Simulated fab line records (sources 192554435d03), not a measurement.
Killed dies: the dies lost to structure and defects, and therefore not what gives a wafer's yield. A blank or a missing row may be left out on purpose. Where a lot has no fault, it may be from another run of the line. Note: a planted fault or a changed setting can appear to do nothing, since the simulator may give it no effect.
A struck lot beside a sound one | flow n5Finfet | 36 out of 1938 route steps
Sound: the wafers L438.2, L438.4, L438.5. Struck: wafer L431.1 (left out: L431.3, L431.4 of the same lot, which were not struck); the cause appears at the end.
Order at every step that has rows: each side's tool, ch and its chambers, its first start. Under that, the readings that differ: sound wafers | struck wafers | difference of the means | sigmas: that difference in standard deviations of wafers without a fault.
alike: readings with means less than 2 such deviations apart, plus words and numbers identical on both sides. not compared: withheld readings, readings lacking a value on some wafer, bounds such as >300 that could conceal the same value, and numbers that have no deviation in the record and whose values overlap.
The two part at a step that has a row with sigmas, a row that says differs or no value, or rows on one side only. Numbers that have no deviation but don't overlap get no sigmas and don't part them. A reading that every wafer of one side lacks parts them only if that side has two wafers or more.

first, 9 steps without rows for these wafers: N5_PMOS_HMC_CHANNEL_EPI_COAT_03 (resist thk 205 nm); N5_PMOS_HMC_CHANNEL_EPI_EBR_05; N5_PMOS_HMC_CHANNEL_EPI_SOFTBAKE_04 (time 60 s); N5_PMOS_HMC_CHANNEL_EPI_EXPOSE_06 (exposes mask PMOS HMC BLK, target cd 240 nm); N5_PMOS_HMC_CHANNEL_EPI_PEB_07 (peb time 60 s); N5_PMOS_HMC_CHANNEL_EPI_DEVELOP_08 (develop time 30 s); N5_PMOS_HMC_CHANNEL_EPI_DESCUM_14 (chemistry O2, time 7.9 s); N5_PMOS_HMC_CHANNEL_EPI_ETCH_32 (etches BARC in N2/H2, stops on SiO2, target depth 85.8 nm, time 50.3 s); N5_PMOS_HMC_CHANNEL_EPI_HM_OPEN_15 (chemistry CHF3/O2, target SiO2, target depth 40.6 nm, time 20.3 s).
N5_PMOS_HMC_CHANNEL_EPI_STRIP_33: strips in N2/H2.
  sound on rieDiel-03 ch 0,3, day 5 17:49; struck on rieDiel-05 ch 1, day 3 23:13
  alike: biasPowerW, drypumpMotorCurrentA, oesProductAu, rfVppV, showerheadPlenumPTorr, throttleValvePct
  not compared: rfHoursCounterH
then, 25 steps without rows for these wafers: N5_PMOS_HMC_CHANNEL_EPI_STRIP_17 (strips in SPM, time 750 s); N5_PMOS_HMC_CHANNEL_EPI_ETCH_38 (etches SiO2 in CF4, target depth 1.5 nm); N5_PMOS_HMC_CHANNEL_EPI_FIN_RECESS_16 (chemistry HBr/Cl2, target Si, target depth 54 nm, time 18 s); N5_PMOS_HMC_CHANNEL_EPI_PRECLEAN_36 (cleans in O3/DIW, time 45 s); N5_PMOS_HMC_CHANNEL_EPI_PRECLEAN_18 (cleans in DHF, time 30 s); N5_PMOS_HMC_CHANNEL_EPI_SRD_19 (time 30 s); N5_PMOS_HMC_CHANNEL_EPI_EPI_20 (deposits SiGe30, target thk 59 nm); N5_PMOS_HMC_CHANNEL_EPI_HM_STRIP_35 (strips SiO2 in dHF, material SiO2, target depth 39.6 nm, time 216 s); N5_PMOS_HMC_CHANNEL_EPI_SRD_39 (time 30 s); N5_PMOS_HMC_CHANNEL_EPI_CMP_21 (polishes SiGe30, target thk 54 nm); N5_PMOS_HMC_CHANNEL_EPI_PRECLEAN_40 (cleans in DHF, time 30 s); N5_PMOS_HMC_CHANNEL_EPI_PRECLEAN_37 (cleans in O3/DIW, time 45 s); N5_PMOS_HMC_CHANNEL_EPI_PRECLEAN_24 (cleans in DHF, time 30 s); N5_PMOS_HMC_CHANNEL_EPI_SRD_25 (time 30 s); N5_PMOS_HMC_CHANNEL_EPI_EPI_26 (deposits Si from SiH4/H2, target thk 3.8 nm, time 22.7 s); N5_FIN_SAQP_PRECLEAN_42 (cleans in O3/DIW, time 60 s); N5_FIN_SAQP_PRECLEAN_00 (cleans in SC1, time 60 s); N5_FIN_SAQP_PRECLEAN_44 (cleans in SC2, time 45 s); N5_FIN_SAQP_SRD_01 (time 30 s); N5_FIN_SAQP_ALD_61 (deposits SiO2, target thk 4 nm, pulse time 1 s, purge time 2 s); N5_FIN_SAQP_DENSIFY_62 (time 60 s); N5_FIN_SAQP_HM_DEP_03 (deposits SiNx from SiH4/NH3/N2, target thk 38 nm, time 33.6 s); N5_FIN_SAQP_PECVD_47 (deposits a-Si from SiH4/He, target thk 45 nm, time 36.3 s); N5_FIN_SAQP_PECVD_48 (deposits SiNx from SiH4/NH3/N2, target thk 25 nm, time 22.1 s); N5_FIN_SAQP_PECVD_06 (deposits a-Si from SiH4/He, target thk 60 nm, time 48.1 s).
-- here the record skips 12 days between the struck wafers' starts before and after, leaving off in module FIN_SAQP and picking up in module PASSIVATION (first step shown: number 1936 of the route) --
N5_PASSIVATION_PROBE_49:
  sound on prober-01, day 17 15:00; struck on prober-01, day 15 20:25
reading                 | sound          | struck | difference | sigmas
defectLimitedYield (%)  | 93.5 91.3 93.2 | 89.8   | -2.9       | -2
killedAtFrontEnd        | 35 36 19       | 82     | +52        | +5
killedOnRim             | 9 16 10        | 23     | +11        | +3
sort_bin_5_function (%) | 3.6 5.6 4.2    | 6.4    | +1.9       | +2
sortYieldPct (%)        | 93.5 91.3 93.2 | 89.8   | -2.9       | -2
  alike: killed_at_M0_to_M3, killed_at_M4_up, killedAtContacts, killedAtOther, killedDies, killedOpen, killedShort, sort_bin_6_memory, sortNPass

## WHERE THEY PART
At N5_PASSIVATION_PROBE_49 and nowhere else, as far as this record goes.

WHY: what the simulator had put in
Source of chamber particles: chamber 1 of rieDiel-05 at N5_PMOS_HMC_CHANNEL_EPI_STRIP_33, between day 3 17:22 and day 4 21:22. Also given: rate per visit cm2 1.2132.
